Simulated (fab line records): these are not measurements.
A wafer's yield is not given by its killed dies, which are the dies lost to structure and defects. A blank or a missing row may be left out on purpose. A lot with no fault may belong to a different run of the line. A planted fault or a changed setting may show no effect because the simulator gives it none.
Matching of chambers + flow n5Finfet + 4 sister chambers for N5_BEOL_M0_TRENCH_ETCH_107 on rieDiel-01
The step etches SiOC in C4F6/O2, target depth 32.8 nm, time 16.4 s. 14 wafers are shown with their chamber, then 7 later ones without.

EACH WAFER AND ITS CHAMBER
| wafer  | chamber | drypumpMotorCurrentA (A) | rfVppV (V) | showerheadPlenumPTorr (Torr) |
|--------|---------|--------------------------|------------|------------------------------|
| L076.1 | 1       | 6.7                      | 657        | 2.80                         |
| L076.3 | 2       | 5.1                      | 675        | 2.80                         |
| L076.5 | 1       | 6.7                      | 656        | 2.80                         |
| L077.2 | 0       | 6.0                      | 652        | 2.89                         |
| L077.5 | 1       | 6.8                      | 656        | 2.80                         |
| L077.6 | 2       | 5.1                      | 675        | 2.80                         |
| L081.1 | 0       | 6.0                      | 652        | 2.88                         |
| L081.4 | 0       | 6.0                      | 652        | 2.88                         |
| L081.6 | 2       | 5.1                      | 674        | 2.80                         |
| L085.2 | 2       | 5.1                      | 675        | 2.80                         |
| L085.3 | 3       | 6.1                      | 657        | 2.81                         |
| L085.5 | 0       | 6.0                      | 651        | 2.88                         |
| L087.1 | 3       | 6.1                      | 657        | 2.81                         |
| L087.2 | 2       | 5.1                      | 673        | 2.79                         |

SIGNATURES (averages over the wafers above)
| reading               | chamber 0 | chamber 1 | chamber 2 | chamber 3 | scatter within a chamber |
|-----------------------|-----------|-----------|-----------|-----------|--------------------------|
| drypumpMotorCurrentA  | 6.000     | 6.733     | 5.100     | 6.100     | 0.0258                   |
| rfVppV                | 651.75    | 656.33    | 674.40    | 657.00    | 0.679                    |
| showerheadPlenumPTorr | 2.8825    | 2.8000    | 2.7980    | 2.8100    | 0.00394                  |
Rule: a wafer's distance from a chamber is the root of the sum, over the readings, of the square of ((its reading less the chamber's mean) divided by the reading's scatter). The wafer belongs to the nearest chamber; if the next one is less than 2 further off, it can't be placed. How the scatter is found: for the shown wafers, subtract from each reading the mean of its chamber, square and add these, divide the total by (wafers less chambers), then take the root.

WAFERS WHOSE CHAMBER IS MISSING
| wafer  | drypumpMotorCurrentA (A) | rfVppV (V) | showerheadPlenumPTorr (Torr) |
|--------|--------------------------|------------|------------------------------|
| L087.3 | 6.0                      | 651        | 2.87                         |
| L087.4 | 6.7                      | 654        | 2.79                         |
| L087.5 | 5.1                      | 674        | 2.79                         |
| L087.6 | 6.8                      | 656        | 2.79                         |
| L091.1 | 6.7                      | 655        | 2.78                         |
| L091.2 | 6.0                      | 650        | 2.87                         |
| L091.5 | 6.1                      | 657        | 2.81                         |

CHAMBER TAKEN BY EACH
| wafer  | from the rows above | in truth |
|--------|---------------------|----------|
| L087.3 | 0                   | 0        |
| L087.4 | 1                   | 1        |
| L087.5 | 2                   | 2        |
| L087.6 | 1                   | 1        |
| L091.1 | 1                   | 1        |
| L091.2 | 0                   | 0        |
| L091.5 | 3                   | 3        |
Correctly placed: 7 of 7. From these rows, 0 cannot be placed. Placed wrongly: 0.
